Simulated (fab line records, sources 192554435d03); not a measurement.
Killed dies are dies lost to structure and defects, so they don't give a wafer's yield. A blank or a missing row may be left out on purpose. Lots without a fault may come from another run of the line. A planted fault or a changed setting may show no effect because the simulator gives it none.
fab line records | flow n5_finfet | part 2 of 2: steps 5 to 6 of 6
record lots=18 wafers=54 last_day=17
route steps=1938 shown SD_EPI_N@275 SD_EPI_P@314 ILD0@343 SDB@364
lots that met no fault: from a run of the same line without faults
start_h: hours from the record's first day to the start of the lot's first wafer shown | wait_h: hours since the lot's step before | " the same as in the row above | L1.1+2: a row that stands for several wafers | - no value, or no start given | * or withheld: withheld | < > ~ a bound
route shown NAME@n: a module of which the file shows steps, and the number in the route of the first | usual: mean/standard deviation of fault-free wafers | same: alike in all rows | chamber/n: place in a boat | sites: the reading at each site | _std_site: their standard deviation | _edge_site: outer sites' mean less inner sites' | radius_mm: how far each site lies from the wafer's centre | mask NAME#n: copy n | behind: the tool/chamber that last shaped the wafer | hold: why the lot was held/for how many hours/how that ended | device: the transistor (n, p or np) that didn't switch | end of line: the same wafers' tests at the end of the route | a step without rows: its recipe alone | killed: dies lost to structure and defects at the first sort, not the wafer's yield | map: a wafer's dies, x killed, . not, _ none there
set.NAME: the setting as run; set.NAME@STEP: as run at that earlier step | model.NAME: the simulator's own value behind a step, which no gauge read
steps of the route over a sample of lots; a table a step, a row a wafer
services: from which hour (start_h, from the record's first day; less than 0 if before it) a tool's chamber was out of use, for how many hours, and why
## steps
# step N5_ILD0_CMP_12
# recipe stop_on=poly-Si material=SiNx t_overpolish_s=6 post_cmp_clean=alkaline_brush down_force_psi=2.5 platen_rpm=51.8 pad_velocity_m_s=1.0307 target_thk_nm=17.67
# usual motor_current_A=9.5/1.1 overpolish_run_s=6.001/0.0097 pad_life_wafers=1163/470 time_to_endpoint_s=29.6/1.9
# columns lot.wafer tool chamber start_h wait_h motor_current_A overpolish_run_s pad_life_wafers time_to_endpoint_s
L075.2 cmp-04 3 70.10 1.1 8.7 5.995 1080 28.9
L075.1 " 0 " " 9.3 6.008 1081 28.1
L075.4 " 2 " " 10.2 6.002 1083 29.2
L076.4 cmp-04 1 81.16 1.1 9.7 6.003 1158 31.4
L076.5 " 1 " " 10.1 5.999 - 28.9
L076.6 " 2 " " 9.8 5.998 - 27.6
L077.2 cmp-01 1 82.13 1.1 8.7 6.015 672 29.1
L077.1 " 3 " " 8.4 5.996 674 26.7
L077.6 " 1 " " 9.0 5.995 - 27.8
L080.4 cmp-02 3 102.42 1.1 9.3 5.991 366 31.0
L080.1 " 0 " " 7.9 5.987 367 31.1
L080.3 " 1 " " 11.1 5.987 368 30.8
L081.2 cmp-04 1 107.86 1.3 9.6 6.002 1381 29.0
L081.4 " 3 " " 8.2 6.001 1383 25.8
L081.6 " 1 " " 10.1 5.986 - 28.8
L082.3 cmp-04 2 112.06 1.1 9.7 6.014 1434 28.4
L082.2 " 1 " " 10.2 6.000 1437 30.3
L082.6 " 2 " " 10.0 5.995 - 30.2
L083.1 cmp-02 2 118.43 1.2 8.0 6.019 421 31.8
L083.2 " 0 " " 8.2 6.006 423 30.0
L083.6 " 1 " " 11.0 5.993 - 28.5
L084.2 cmp-01 2 126.00 1.2 11.7 5.996 1051 29.0
L084.4 " 3 " " 8.4 6.006 1052 26.9
L084.1 " 0 " " 10.5 5.985 1053 28.4
L085.1 cmp-04 1 132.05 1.2 9.4 6.001 1603 28.8
L085.4 " 2 " " 9.7 6.008 1604 29.8
L085.2 " 3 " " 8.7 6.011 1605 28.6
L086.4 cmp-01 2 136.15 1.1 11.9 6.003 1134 29.3
L086.3 " 0 " " 9.7 6.007 1136 27.0
L086.1 " 1 " " 8.6 5.995 1137 28.3
L087.3 cmp-04 3 142.96 1.2 8.7 6.012 1717 28.1
L087.6 " 2 " " 9.7 6.000 - 30.2
L087.5 " 3 " " 8.4 6.007 - 28.9
L088.1 cmp-02 0 148.74 1.2 8.0 5.996 655 30.0
L088.3 " 1 " " 10.9 6.006 656 27.4
L088.2 " 2 " " 7.9 5.992 657 29.5
L090.1 cmp-01 3 160.44 1.2 8.9 6.011 1393 34.1
L090.2 " 0 " " 10.4 5.984 1394 29.8
L090.5 " 3 " " 8.1 6.001 - 28.6
L091.3 cmp-02 3 170.05 1.2 9.7 5.985 829 29.2
L091.4 " 0 " " 8.4 5.988 830 30.3
L091.6 " 2 " " 8.0 5.991 - 33.5
L092.3 cmp-02 0 170.97 1.2 7.9 6.001 835 28.7
L092.1 " 1 " " 10.3 5.994 836 27.3
L092.6 " 0 " " 7.6 5.997 - 27.5
L093.4 cmp-01 1 178.17 0.1 8.9 5.990 1585 31.9
L093.1 " 3 " " 8.1 6.028 1587 33.9
L093.6 " 0 " " 9.8 6.002 - 31.5
L094.1 cmp-01 2 183.53 1.1 11.5 5.999 1632 33.6
L094.2 " 3 " " 8.5 6.010 1633 30.1
L094.3 " 1 " " 8.5 6.016 1635 28.7
L095.3 cmp-01 0 192.97 1.2 10.3 5.994 1717 28.9
L095.2 " 2 " " 11.2 6.015 1719 34.8
L095.6 " 0 " " 10.9 6.001 - 31.8
# step N5_SDB_HM_OPEN_20
# recipe chemistry=CH3F/O2 target=SiNx mask_material=SOC target_depth_a=240 stop_on=poly-Si over_etch_frac=0.4 ion_energy_ev=120 pressure_mtorr=30 source_w=395 bias_w=73 Ar_flow_sccm=150 CH3F_flow_sccm=30 O2_flow_sccm=20
# usual CH3F_flow_sccm=30.02/0.09 chamber_pressure_mTorr=29.998/0.024 drypump_motor_current_A=5.5/0.43 oes_product_au=0.65/0.068 rf_fwd_power_W=392.0/1.3 rf_vpp_V=298/3.6 showerhead_plenum_p_Torr=2.00/0.057 throttle_valve_pct=16.46/0.2
# columns lot.wafer tool chamber start_h wait_h CH3F_flow_sccm chamber_pressure_mTorr drypump_motor_current_A oes_product_au rf_fwd_power_W rf_hours_counter_h rf_vpp_V showerhead_plenum_p_Torr throttle_valve_pct
L075.1 rie_diel-02 2 71.10 0.0 29.94 29.957 5.0 0.61 394.5 139 294 1.93 16.64
L075.2 " 3 " " 30.03 30.028 4.9 0.64 391.5 119 300 2.02 16.31
L075.4 " 0 " " 29.97 29.967 5.6 0.64 391.1 137 293 2.01 16.58
L076.4 rie_diel-01 1 82.30 0.0 29.93 30.030 6.1 0.67 393.2 79 296 1.94 16.50
L076.5 " 0 " " 30.06 29.986 6.0 0.58 389.5 - 298 2.06 16.54
L076.6 " 1 " " 30.18 29.982 6.1 0.67 393.5 - 294 1.94 16.48
L077.1 rie_diel-02 3 83.25 0.0 30.03 30.043 4.9 0.62 393.6 125 302 2.01 16.33
L077.2 " 2 " " 29.83 30.033 5.0 0.60 392.9 144 292 1.93 16.65
L077.6 " 1 " " 30.08 30.036 5.3 0.56 392.8 - 301 1.97 16.51
L080.1 rie_diel-02 3 103.55 0.0 30.11 29.999 4.9 0.61 394.0 133 302 2.01 16.33
L080.3 " 0 " " 29.95 29.995 5.6 0.62 393.4 149 294 2.00 16.62
L080.4 " 1 " " 29.89 29.984 5.4 0.55 392.4 244 301 1.97 16.52
L081.2 rie_diel-02 2 108.83 0.0 30.11 29.997 5.0 0.60 390.7 153 294 1.92 16.65
L081.4 " 0 " " 30.06 29.960 5.6 0.63 393.4 151 294 2.00 16.61
L081.6 " 1 " " 30.04 29.952 5.3 0.55 391.6 - 299 1.97 16.53
L082.2 rie_diel-02 0 113.27 0.0 30.03 29.999 5.6 0.64 393.6 152 293 2.00 16.62
L082.3 " 3 " " 29.90 29.974 4.9 0.62 389.7 136 302 2.01 16.33
L082.6 " 3 " " 29.90 29.989 4.9 0.63 388.5 - 303 2.01 16.33
L083.1 rie_diel-04 0 119.52 0.0 29.96 29.982 5.5 0.77 392.3 12 301 2.05 16.37
L083.2 " 3 " " 30.05 30.008 5.4 0.68 391.5 66 294 2.03 16.39
L083.6 " 3 " " 30.13 30.033 5.4 0.69 391.1 - 294 2.03 16.37
L084.1 rie_diel-02 0 127.08 0.0 29.95 29.970 5.6 0.62 390.3 159 294 2.00 16.62
L084.2 " 3 " " 30.01 29.955 4.9 0.61 391.6 142 302 2.01 16.34
L084.4 " 2 " " 30.06 29.986 5.0 0.60 389.6 - 294 1.92 16.68
L085.1 rie_diel-01 3 133.01 0.0 30.00 29.999 6.2 0.68 391.8 78 301 2.11 16.63
L085.2 " 1 " " 30.12 30.018 6.1 0.64 392.0 97 293 1.93 16.54
L085.4 " 2 " " 30.04 30.011 5.6 0.78 393.1 - 305 2.13 15.84
L086.1 rie_diel-02 1 137.16 0.0 30.04 29.956 5.3 0.78 391.8 0 301 1.96 16.04
L086.3 " 2 " " 30.02 30.012 5.0 0.59 391.7 164 293 1.92 16.70
L086.4 " 3 " " 30.02 30.040 4.9 0.61 391.4 145 302 2.01 16.35
L087.3 rie_diel-02 0 144.04 0.0 30.05 30.030 5.6 0.62 394.4 164 295 2.00 16.65
L087.5 " 2 " " 29.99 30.018 5.0 0.59 392.5 - 295 1.92 16.69
L087.6 " 3 " " 29.97 29.998 4.9 0.62 393.4 - 303 2.01 16.36
L088.1 rie_diel-04 3 150.22 0.0 30.02 30.026 5.4 0.67 390.8 78 295 2.03 16.41
L088.2 " 2 " " 29.98 29.974 5.6 0.77 391.6 9 296 2.04 16.42
L088.3 " 0 " " 29.93 29.972 5.5 0.74 392.2 24 302 2.04 16.41
L090.1 rie_diel-02 1 161.40 0.0 30.13 29.996 5.3 0.77 391.6 9 300 1.96 16.06
L090.2 " 3 " " 29.91 30.004 4.9 0.60 391.4 154 302 2.00 16.35
L090.5 " 3 " " 30.02 29.988 4.9 0.62 389.5 - 303 2.00 16.37
L091.3 rie_diel-04 2 171.01 0.0 30.09 30.015 5.6 0.74 390.7 16 295 2.04 16.43
L091.4 " 0 " " 30.06 29.994 5.5 0.74 390.6 31 302 2.04 16.40
L091.6 " 1 " " 30.15 29.975 4.7 0.58 394.0 - 298 1.97 16.59
L092.1 rie_diel-04 3 172.11 0.0 29.92 30.011 5.4 0.63 393.1 86 294 2.02 16.41
L092.3 " 2 " " 29.98 29.987 5.7 0.73 388.3 16 295 2.04 16.43
L092.6 " 3 " " 30.04 29.982 5.4 0.66 393.5 - 294 2.02 16.41
L093.1 rie_diel-01 2 179.36 0.0 30.15 30.035 5.6 0.73 392.0 26 303 2.12 15.87
L093.4 " 0 " " 29.74 30.006 6.0 0.78 391.5 10 299 2.05 16.09
L093.6 " 1 " " 29.92 29.980 6.1 0.63 390.0 - 294 1.93 16.57
L094.1 rie_diel-01 1 184.66 0.0 30.01 30.016 6.1 0.61 392.2 118 294 1.93 16.58
L094.2 " 3 " " 29.80 30.000 6.2 0.66 393.4 99 301 2.10 16.66
L094.3 " 0 " " 30.02 29.975 5.9 0.77 390.8 12 296 2.05 16.11
L095.2 rie_diel-04 1 194.42 0.0 30.00 30.012 4.8 0.56 391.5 237 296 1.97 16.61
L095.3 " 0 " " 30.03 29.995 5.5 0.71 393.7 40 303 2.04 16.41
L095.6 " 3 " " 29.99 29.975 5.4 0.67 394.0 - 294 2.02 16.42
## services
# columns tool chamber start_h hours kind
ald_sin-01 0 36.43 8.6 repair
cmp-01 - 38.10 0.9 repair
cmp-02 - 52.52 4.0 pm
rie_si-02 - 54.60 2.8 pm
rie_diel-02 1 60.43 7.0 repair
rie_diel-01 1 63.32 3.7 repair
rie_si-05 2 69.49 6.8 repair
ald_sin-02 2 71.28 30.4 repair
cmp-04 - 77.94 1.9 repair
rie_si-06 - 80.04 28.1 pm
ald_sin-02 - 86.52 14.0 pm
rie_si-05 3 102.40 6.3 repair
cmp-02 - 105.47 11.0 pm
rie_diel-01 1 105.60 1.4 repair
rie_diel-04 1 120.61 9.8 repair
cmp-01 - 122.32 0.2 repair
rie_si-06 - 131.77 0.3 repair
cmp-04 - 147.90 5.3 pm
cmp-04 - 154.33 19.0 pm
cmp-01 - 171.22 0.3 repair
rie_diel-02 0 180.49 4.4 repair
ald_sin-02 - 182.71 14.6 pm
cmp-02 - 184.44 0.7 repair
cmp-04 - 191.17 5.9 repair
